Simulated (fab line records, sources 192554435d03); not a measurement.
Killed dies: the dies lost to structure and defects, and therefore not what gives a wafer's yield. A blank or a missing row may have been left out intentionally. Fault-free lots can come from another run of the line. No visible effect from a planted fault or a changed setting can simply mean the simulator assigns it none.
Matching of chambers	flow n5Finfet	4 sister chambers for N5_BEOL_M8_ETCH_65 on rieDiel-05
The step etches SiARC in CF4, target depth 15.6 nm, time 26 s. 27 wafers are shown with their chamber, then 12 later ones without.

== WAFERS PAIRED WITH THEIR CHAMBERS ==
wafer	chamber	showerheadPlenumPTorr (Torr)	etchRfOnTimeS (s)	throttleValvePct (%)
L076.1	1	2.25	25.1	15.37
L076.2	3	2.10	25.8	15.49
L076.3	2	2.22	26.8	15.68
L076.4	0	2.10	25.7	15.75
L076.5	3	2.10	25.6	15.48
L076.6	2	2.22	27.2	15.69
L075.3	0	2.10	25.6	15.75
L075.4	3	2.10	25.9	15.46
L075.6	2	2.22	27.0	15.69
L077.4	0	2.10	25.8	15.76
L077.5	0	2.10	25.7	15.76
L077.6	3	2.10	25.8	15.48
L081.2	3	2.10	25.8	15.47
L081.4	0	2.10	25.9	15.76
L081.6	2	2.22	27.2	15.69
L079.1	1	2.24	25.6	15.39
L079.5	1	2.24	25.5	15.39
L079.6	2	2.22	27.0	15.71
L083.1	0	2.09	25.5	15.29
L083.2	1	2.24	25.2	15.40
L083.5	2	2.21	26.6	15.74
L086.3	0	2.09	26.0	15.29
L086.4	1	2.24	25.6	15.42
L086.5	3	2.09	26.2	15.53
L088.1	3	2.09	25.8	15.54
L088.2	0	2.09	25.7	15.27
L088.3	2	2.21	26.7	15.72

SIGNATURES, as means of the wafers listed above
reading	chamber 0	chamber 1	chamber 2	chamber 3	scatter within a chamber
showerheadPlenumPTorr	2.0962	2.2420	2.2171	2.0971	0.0049
etchRfOnTimeS	25.738	25.400	26.929	25.843	0.201
throttleValvePct	15.5787	15.3940	15.7029	15.4929	0.137
Rule: a wafer's distance from a chamber is the root of the sum, over the readings, of the square of ((its reading less the chamber's mean) divided by the reading's scatter). The wafer belongs to the nearest chamber; if the next one is less than 2 further off, it can't be placed. The scatter: the root of (the sum of the squares of (reading less its chamber's mean) over the shown wafers, divided by (wafers less chambers)).

== WAFERS WHOSE CHAMBER IS MISSING ==
wafer	showerheadPlenumPTorr (Torr)	etchRfOnTimeS (s)	throttleValvePct (%)
L089.4	2.21	26.7	15.74
L089.5	2.09	25.7	15.28
L089.6	2.09	25.9	15.53
L091.1	2.24	25.4	15.43
L091.3	2.09	25.9	15.54
L091.6	2.24	25.2	15.42
L093.2	2.23	25.8	15.44
L093.3	2.09	26.1	15.32
L093.6	2.20	27.2	15.77
L096.1	2.23	25.4	15.45
L096.3	2.08	25.9	15.33
L096.6	2.20	27.3	15.78

== THE CHAMBER EACH PASSED THROUGH ==
wafer	from the rows above	in truth
L089.4	2	2
L089.5	can't be placed: 3 or 0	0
L089.6	can't be placed: 3 or 0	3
L091.1	1	1
L091.3	can't be placed: 3 or 0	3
L091.6	1	1
L093.2	1	1
L093.3	can't be placed: 3 or 0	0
L093.6	2	2
L096.1	1	1
L096.3	can't be placed: 3 or 0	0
L096.6	2	2
Correctly placed: 7 of 12. Unplaceable from these rows: 5, with the true chamber sitting among the candidates in 5. Number placed wrongly: 0.
